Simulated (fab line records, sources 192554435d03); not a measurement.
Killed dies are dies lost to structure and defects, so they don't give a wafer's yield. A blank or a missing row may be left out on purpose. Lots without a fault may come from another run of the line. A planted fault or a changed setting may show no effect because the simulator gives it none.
One fault seen from 3 desks | flow n5_finfet | each desk has only its own numbers; what lay behind them comes last

THE TOOL OWNER'S DESK: litho_track-02
The tool's own readings at N5_FIN_SAQP_COAT_10 (resist thk 90 nm): means of the sampled wafers that have a number, for each lot that ran on this tool. A lot is out of limits, marked OUT, if its mean lies more than 4 standard deviations from the usual mean; the brackets give that distance.
Columns: A = exhaust_pa at N5_FIN_SAQP_COAT_10, usual 44.8 Pa; B = resist_line_temp_C at N5_FIN_SAQP_COAT_10, usual 22.99 C; C = spin_speed_rpm at N5_FIN_SAQP_COAT_10, usual 1500.1 rpm
lot  | first seen here | A    | B     | C
L718 | day 1 21:48     | 44.7 | 23.01 | 1499.7
L720 | day 2 09:19     | 45.4 | 23.15 | 1501.1
L723 | day 3 03:52     | 44.7 | 23.01 | 1424.2 (-78) OUT
L727 | day 4 03:22     | 44.9 | 22.93 | 1424.0 (-78) OUT
L737 | day 6 15:12     | 44.7 | 23.04 | 1500.4
L741 | day 7 15:40     | 45.0 | 22.86 | 1500.8
This desk's finding: out of limits on L723, L727; first on L723, day 3 03:52 (spin_speed_rpm at N5_FIN_SAQP_COAT_10). In limits: L718, L720, L737, L741.

THE DEFECT DESK
What the inspections along the route counted, lot by lot: means of the sampled wafers that have a number. A lot is out of limits, marked OUT, if its mean lies more than 4 standard deviations from the usual mean; the brackets give that distance.
Columns: A = raw_defect_count at N5_PMOS_HMC_CHANNEL_EPI_INSPECT_30, usual 18
lot  | first seen here | A
L718 | day 1 20:34     | 24
L720 | day 2 08:14     | 19
L723 | day 3 02:50     | 21
L727 | day 4 02:20     | 16
L735 | day 6 02:12     | 24
L737 | day 6 14:14     | 23
L739 | day 7 02:25     | 17
L740 | day 7 08:22     | 12
L741 | day 7 14:42     | 20
This desk's finding: nothing out of limits on any of the 9 lots.

THE METROLOGY DESK
What the gauges read, lot by lot, whatever tool the lot ran on: means of the sampled wafers that have a number. A lot is out of limits, marked OUT, if its mean lies more than 4 standard deviations from the usual mean; the brackets give that distance. Of its 11 readings 7 are shown: those that lie furthest out on some lot.
Columns: A = DIBL_N at N5_BEOL_M4_RC_MEAS_101, usual 36.2 mV/V; B = DIBL_P at N5_BEOL_M4_RC_MEAS_101, usual 36.2 mV/V; C = IOFF_N at N5_BEOL_M4_RC_MEAS_101, usual 0.16 nA/um; D = IOFF_P at N5_BEOL_M4_RC_MEAS_101, usual 0.21 nA/um; E = SS_P at N5_BEOL_M4_RC_MEAS_101, usual 73.2 mV/dec; F = VT_N at N5_BEOL_M4_RC_MEAS_101, usual 250 mV; G = VT_P at N5_BEOL_M4_RC_MEAS_101, usual -251 mV
lot  | first seen here | A    | B    | C    | D    | E    | F   | G
L718 | day 1 20:05     | 37.1 | 36.7 | 0.16 | 0.20 | 73.8 | 252 | -252
L720 | day 2 07:45     | 35.0 | 36.6 | 0.16 | 0.22 | 73.4 | 250 | -249
L723 | day 3 02:22     | 40.4 | 40.5 | 0.25 | 0.32 | 74.6 | 243 | -245
L727 | day 4 01:48     | 37.9 | 38.4 | 0.18 | 0.24 | 74.1 | 248 | -247
L735 | day 6 01:43     | 36.2 | 36.0 | 0.16 | 0.22 | 73.1 | 250 | -249
L737 | day 6 13:46     | 36.3 | 34.8 | 0.15 | 0.20 | 72.9 | 248 | -252
L739 | day 7 01:50     | 37.0 | 35.4 | 0.14 | 0.22 | 72.8 | 250 | -249
L740 | day 7 07:50     | 36.4 | 35.9 | 0.15 | 0.21 | 72.7 | 251 | -251
L741 | day 7 14:10     | 34.7 | 35.8 | 0.14 | 0.16 | 73.4 | 253 | -258
This desk's finding: nothing out of limits on any of the 9 lots.

PUT TOGETHER
The tool owner's desk could have raised an alarm at day 3 03:52, on L723, L727.
The defect desk saw nothing out of limits.
The metrology desk saw nothing out of limits.
The defect desk has L723, L727 on record, within its limits.
The metrology desk has L723, L727 on record, within its limits.
Of the lots named, all ran N5_FIN_SAQP_COAT_10 on litho_track-02.

WHAT THE SIMULATOR HAD PUT IN
Process parameter drift: litho_track-02, from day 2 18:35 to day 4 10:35, at N5_FIN_SAQP_COAT_10. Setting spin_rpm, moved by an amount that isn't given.
Lots struck among those shown: L723, L727.
Hours from the fault's start to each desk's first reading out of limits: the tool owner's desk, 9.
